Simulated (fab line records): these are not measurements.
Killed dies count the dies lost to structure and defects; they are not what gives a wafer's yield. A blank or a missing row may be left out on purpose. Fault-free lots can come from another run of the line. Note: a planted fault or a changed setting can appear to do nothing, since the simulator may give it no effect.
Chamber matching | flow n5_finfet | rie_diel-06 running N5_BEOL_M10_STRIP_19: 4 sister chambers
The step strips in O2. 20 wafers are shown with their chamber, then 9 later ones without.

== WAFERS PAIRED WITH THEIR CHAMBERS ==
wafer  | chamber | drypump_motor_current_A (A) | showerhead_plenum_p_Torr (Torr) | throttle_valve_pct (%)
L077.2 | 1       | 6.1                         | 2.04                            | 16.79
L077.3 | 0       | 6.2                         | 2.23                            | 16.36
L077.6 | 1       | 6.1                         | 2.04                            | 16.79
L080.1 | 1       | 6.1                         | 2.04                            | 16.78
L080.6 | 3       | 5.8                         | 2.18                            | 16.39
L081.3 | 0       | 6.1                         | 2.23                            | 16.34
L081.4 | 3       | 5.8                         | 2.18                            | 16.39
L081.5 | 1       | 6.1                         | 2.04                            | 16.80
L082.1 | 1       | 6.1                         | 2.03                            | 16.80
L082.3 | 0       | 6.1                         | 2.22                            | 16.38
L082.4 | 3       | 5.8                         | 2.18                            | 16.41
L085.1 | 1       | 6.1                         | 2.03                            | 16.80
L085.3 | 3       | 5.8                         | 2.18                            | 16.42
L085.6 | 1       | 6.1                         | 2.03                            | 16.82
L084.2 | 2       | 5.1                         | 2.12                            | 16.28
L084.4 | 3       | 5.8                         | 2.18                            | 16.41
L084.5 | 1       | 6.1                         | 2.03                            | 16.81
L086.2 | 1       | 6.1                         | 2.03                            | 16.82
L086.4 | 3       | 5.8                         | 2.18                            | 16.40
L086.6 | 2       | 5.1                         | 2.12                            | 16.28

SIGNATURES, as means of the wafers listed above
reading                  | chamber 0 | chamber 1 | chamber 2 | chamber 3 | scatter within a chamber
drypump_motor_current_A  | 6.133     | 6.100     | 5.100     | 5.800     | 0.0204
showerhead_plenum_p_Torr | 2.2267    | 2.0344    | 2.1200    | 2.1800    | 0.00425
throttle_valve_pct       | 16.3600   | 16.8011   | 16.2800   | 16.4033   | 0.0137
Rule: a wafer's distance from a chamber is the root of the sum, over the readings, of the square of ((its reading less the chamber's mean) divided by the reading's scatter). If the next closest chamber is less than 2 further off than the closest, the wafer can't be placed; otherwise it belongs to the closest. The scatter is the square root of a quotient: the sum, over the shown wafers, of each reading's squared deviation from its chamber's mean, divided by wafers minus chambers.

== WAFERS MISSING THEIR CHAMBER ==
wafer  | drypump_motor_current_A (A) | showerhead_plenum_p_Torr (Torr) | throttle_valve_pct (%)
L091.1 | 5.8                         | 2.17                            | 16.42
L091.2 | 6.1                         | 2.03                            | 16.84
L091.4 | 5.1                         | 2.12                            | 16.31
L090.2 | 5.1                         | 2.12                            | 16.31
L090.5 | 5.1                         | 2.12                            | 16.32
L090.6 | 5.8                         | 2.17                            | 16.43
L095.4 | 6.1                         | 2.21                            | 16.42
L095.5 | 5.8                         | 2.17                            | 16.44
L095.6 | 6.1                         | 2.21                            | 16.43

== EACH ONE'S CHAMBER ==
wafer  | from the rows above | in truth
L091.1 | 3                   | 3
L091.2 | 1                   | 1
L091.4 | 2                   | 2
L090.2 | 2                   | 2
L090.5 | 2                   | 2
L090.6 | 3                   | 3
L095.4 | 0                   | 0
L095.5 | 3                   | 3
L095.6 | 0                   | 0
Placed correctly: 9 of 9. Not placeable from these rows: 0. Wrongly placed: 0.
